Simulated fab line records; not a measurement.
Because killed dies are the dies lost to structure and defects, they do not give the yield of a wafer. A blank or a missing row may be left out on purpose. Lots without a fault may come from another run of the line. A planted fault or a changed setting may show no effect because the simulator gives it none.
Which tool was responsible? / flow nandHarc / Sampling: 13 lots, 39 wafers, 5 of 1302 route steps

## WHAT THE GAUGES READ, wafer by wafer
NHARC_THIN_TSV_CD_MEAS_37.
lot=L851; measured=day 23 20:29; on=cdSem-03; cdNm (nm)=5001.2 4998.5 5003.1
lot=L853; measured=day 24 03:35; on=cdSem-03; cdNm (nm)=5007.9 5006.4 4999.5
lot=L852; measured=day 24 18:59; on=cdSem-02; cdNm (nm)=5001.7 4999.9 5002.3
lot=L854; measured=day 25 02:18; on=cdSem-01; cdNm (nm)=5004.4 5001.8 5000.2
lot=L856; measured=day 25 12:21; on=cdSem-03; cdNm (nm)=4994.0 4998.3 4999.5
lot=L858; measured=day 27 01:31; on=cdSem-01; cdNm (nm)=4996.0 4999.9 4997.3
lot=L857; measured=day 27 15:08; on=cdSem-03; cdNm (nm)=5002.7 4999.2 5000.6
lot=L859; measured=day 27 19:52; on=cdSem-01; cdNm (nm)=5001.0 4996.1 5001.8
lot=L861; measured=day 28 05:56; on=cdSem-01; cdNm (nm)=5002.6 5000.1 4997.7
lot=L867; measured=day 30 23:30; on=cdSem-01; cdNm (nm)=4998.2 4993.5 4996.6
lot=L873; measured=day 33 09:38; on=cdSem-03; cdNm (nm)=5001.5 5001.5 4997.3
lot=L874; measured=day 33 11:04; on=cdSem-01; cdNm (nm)=4999.4 5001.5 4999.9
lot=L872; measured=day 33 11:51; on=cdSem-03; cdNm (nm)=4999.1 5003.6 5002.8

NHARC_END_SORT_01.
lot=L851; measured=day 24 02:44; on=prober-02; defectLimitedYield (%)=92.3 92.6 94.1; killedAtArray=48 45 34; killedAtOther=3 5 5; killedAtPeriphery=1 0 1; killedDies=52 50 40; killedOpen=1 2 3; killedShort=8 2 6; sort_bin_2_pct (%)=2.7 2.8 1.9; sort_bin_3_pct (%)=0.6 0.4 0.7; sort_bin_4_pct (%)=4.4 4.1 3.2; sortNPass=625 627 637; sortRimYieldPct (%)=94 91 89; sortYieldPct (%)=92.3 92.6 94.1
lot=L857; measured=day 27 23:20; on=prober-01; defectLimitedYield (%)=89.8 88.8 91.3; killedAtArray=67 71 58; killedAtOther=0 1 0; killedAtPeriphery=2 4 1; killedDies=69 76 59; killedOpen=1 4 2; killedShort=1 2 1; sort_bin_2_pct (%)=4.3 4.3 3.2; sort_bin_3_pct (%)=1.3 1.0 0.6; sort_bin_4_pct (%)=4.6 5.9 4.9; sortNPass=608 601 618; sortRimYieldPct (%)=90 91 87; sortYieldPct (%)=89.8 88.8 91.3
lot=L867; measured=day 31 08:42; on=prober-02; defectLimitedYield (%)=88.9 0 93.2; killedAtArray=73 51 41; killedAtOther=0 624 4; killedAtPeriphery=2 2 1; killedDies=75 677 46; killedOpen=5 3 6; killedShort=6 0 3; sort_bin_2_pct (%)=3.5 93.8 2.5; sort_bin_3_pct (%)=1.0 0.4 0.3; sort_bin_4_pct (%)=6.5 5.8 4.0; sortNPass=602 0 631; sortRimYieldPct (%)=93 0 90; sortYieldPct (%)=88.9 0 93.2

## EACH LOT AND THE TOOL THAT RAN IT (in order: tool; ch and the chambers of the sampled wafers; start)
lot=L851; NHARC_THIN_TSV_DEP_43=pecvd-01 ch 0,2, day 23 12:20; NHARC_THIN_TSV_PVD_19=pvdSputter-02, day 23 16:12 or earlier; NHARC_THIN_TSV_PVD_51=pvdSputter-02, day 23 16:12
lot=L853; NHARC_THIN_TSV_DEP_43=pecvd-02 ch 0,2, day 23 19:31; NHARC_THIN_TSV_PVD_19=pvdSputter-01, day 23 23:16 or earlier; NHARC_THIN_TSV_PVD_51=pvdSputter-01, day 23 23:16
lot=L852; NHARC_THIN_TSV_DEP_43=pecvd-01 ch 1,2, day 24 10:59; NHARC_THIN_TSV_PVD_19=pvdSputter-02, day 24 14:47 or earlier; NHARC_THIN_TSV_PVD_51=pvdSputter-02, day 24 14:47
lot=L854; NHARC_THIN_TSV_DEP_43=pecvd-04 ch 0,2, day 24 18:19; NHARC_THIN_TSV_PVD_19=pvdSputter-02, day 24 22:07 or earlier; NHARC_THIN_TSV_PVD_51=pvdSputter-02, day 24 22:07
lot=L856; NHARC_THIN_TSV_DEP_43=pecvd-04 ch 0,1, day 25 03:50; NHARC_THIN_TSV_PVD_19=pvdSputter-02, day 25 08:01 or earlier; NHARC_THIN_TSV_PVD_51=pvdSputter-02, day 25 08:01
lot=L858; NHARC_THIN_TSV_DEP_43=pecvd-02 ch 0,2, day 26 17:27; NHARC_THIN_TSV_PVD_19=pvdSputter-01, day 26 21:19 or earlier; NHARC_THIN_TSV_PVD_51=pvdSputter-01, day 26 21:19
lot=L857; NHARC_THIN_TSV_DEP_43=pecvd-01 ch 0,2, day 27 07:01; NHARC_THIN_TSV_PVD_19=pvdSputter-02, day 27 10:51 or earlier; NHARC_THIN_TSV_PVD_51=pvdSputter-02, day 27 10:51
lot=L859; NHARC_THIN_TSV_DEP_43=pecvd-02 ch 0,2, day 27 11:47; NHARC_THIN_TSV_PVD_19=pvdSputter-03, day 27 15:34 or earlier; NHARC_THIN_TSV_PVD_51=pvdSputter-03, day 27 15:34
lot=L861; NHARC_THIN_TSV_DEP_43=pecvd-02 ch 0,2, day 27 21:54; NHARC_THIN_TSV_PVD_19=pvdSputter-01, day 28 01:43 or earlier; NHARC_THIN_TSV_PVD_51=pvdSputter-01, day 28 01:43
lot=L867; NHARC_THIN_TSV_DEP_43=pecvd-02 ch 0,1,2, day 30 15:17; NHARC_THIN_TSV_PVD_19=pvdSputter-02, day 30 19:10 or earlier; NHARC_THIN_TSV_PVD_51=pvdSputter-02, day 30 19:10
lot=L873; NHARC_THIN_TSV_DEP_43=pecvd-01 ch 1,2, day 33 01:25; NHARC_THIN_TSV_PVD_19=pvdSputter-03, day 33 05:20 or earlier; NHARC_THIN_TSV_PVD_51=pvdSputter-03, day 33 05:20
lot=L874; NHARC_THIN_TSV_DEP_43=pecvd-04 ch 0,2, day 33 02:36; NHARC_THIN_TSV_PVD_19=pvdSputter-01, day 33 06:35; NHARC_THIN_TSV_PVD_51=pvdSputter-01, day 33 06:52
lot=L872; NHARC_THIN_TSV_DEP_43=pecvd-04 ch 0,1,2, day 33 03:56; NHARC_THIN_TSV_PVD_19=pvdSputter-03, day 33 07:36 or earlier; NHARC_THIN_TSV_PVD_51=pvdSputter-03, day 33 07:36
- NHARC_THIN_TSV_DEP_43: deposits SiO2, target thk 1328.5 nm.
- NHARC_THIN_TSV_PVD_19: deposits TaN, target thk 20 nm.
- NHARC_THIN_TSV_PVD_51: deposits Cu, target thk 100 nm.

## WHAT THE TOOLS THEMSELVES READ (means of the sampled wafers that have a number; where no wafer has one, the mark that the record gives instead)
NHARC_THIN_TSV_DEP_43.
lot=L851; tool=pecvd-01; throttleValvePct (%)=16.1
lot=L853; tool=pecvd-02; throttleValvePct (%)=15.5
lot=L852; tool=pecvd-01; throttleValvePct (%)=15.5
lot=L854; tool=pecvd-04; throttleValvePct (%)=15.8
lot=L856; tool=pecvd-04; throttleValvePct (%)=15.6
lot=L858; tool=pecvd-02; throttleValvePct (%)=15.1
lot=L857; tool=pecvd-01; throttleValvePct (%)=16.2
lot=L859; tool=pecvd-02; throttleValvePct (%)=15.5
lot=L861; tool=pecvd-02; throttleValvePct (%)=15.6
lot=L867; tool=pecvd-02; throttleValvePct (%)=15.9
lot=L873; tool=pecvd-01; throttleValvePct (%)=15.6
lot=L874; tool=pecvd-04; throttleValvePct (%)=15.5
lot=L872; tool=pecvd-04; throttleValvePct (%)=15.8

NHARC_THIN_TSV_PVD_19.
lot=L851; tool=pvdSputter-02; throttleValvePct (%)=29.4
lot=L853; tool=pvdSputter-01; throttleValvePct (%)=29.9
lot=L852; tool=pvdSputter-02; throttleValvePct (%)=30.4
lot=L854; tool=pvdSputter-02; throttleValvePct (%)=30.4
lot=L856; tool=pvdSputter-02; throttleValvePct (%)=30.4
lot=L858; tool=pvdSputter-01; throttleValvePct (%)=30.0
lot=L857; tool=pvdSputter-02; throttleValvePct (%)=29.4
lot=L859; tool=pvdSputter-03; throttleValvePct (%)=31.0
lot=L861; tool=pvdSputter-01; throttleValvePct (%)=29.0
lot=L867; tool=pvdSputter-02; throttleValvePct (%)=30.0
lot=L873; tool=pvdSputter-03; throttleValvePct (%)=30.6
lot=L874; tool=pvdSputter-01; throttleValvePct (%)=29.9
lot=L872; tool=pvdSputter-03; throttleValvePct (%)=30.5

NHARC_THIN_TSV_PVD_51.
lot=L851; tool=pvdSputter-02; throttleValvePct (%)=29.7
lot=L853; tool=pvdSputter-01; throttleValvePct (%)=29.8
lot=L852; tool=pvdSputter-02; throttleValvePct (%)=30.4
lot=L854; tool=pvdSputter-02; throttleValvePct (%)=29.7
lot=L856; tool=pvdSputter-02; throttleValvePct (%)=30.4
lot=L858; tool=pvdSputter-01; throttleValvePct (%)=29.1
lot=L857; tool=pvdSputter-02; throttleValvePct (%)=29.6
lot=L859; tool=pvdSputter-03; throttleValvePct (%)=29.9
lot=L861; tool=pvdSputter-01; throttleValvePct (%)=29.7
lot=L867; tool=pvdSputter-02; throttleValvePct (%)=29.7
lot=L873; tool=pvdSputter-03; throttleValvePct (%)=30.6
lot=L874; tool=pvdSputter-01; throttleValvePct (%)=29.6
lot=L872; tool=pvdSputter-03; throttleValvePct (%)=30.4

## THE ANSWER, worked out from the rows above alone
Rule: what is usual is taken from the lots themselves. The widest of any qualifying gaps counts: lots, ordered by their means at a reading, are off when they make up no more than a third of the lots, leave a main group of 4 or more, and stand apart from it by 3 or more times the standard deviation of that group's means. The tables above print the reading to a certain number of digits; a main group whose means all agree to those digits is not used. Also off: a lot with no number at a reading for which 4 or more lots have one. All remaining lots with rows at the step are treated as sound. After the gauges, taken in route order, come the tools' own readings; for these a lot's mean is taken, as printed above. The first step at which some lot is off is used, and at that step the reading that is off furthest; a lot without a number counts as furthest.
No lot is off at any reading shown: from this, nothing can be told.

## WHAT HAD BEEN PUT IN BY THE SIMULATOR
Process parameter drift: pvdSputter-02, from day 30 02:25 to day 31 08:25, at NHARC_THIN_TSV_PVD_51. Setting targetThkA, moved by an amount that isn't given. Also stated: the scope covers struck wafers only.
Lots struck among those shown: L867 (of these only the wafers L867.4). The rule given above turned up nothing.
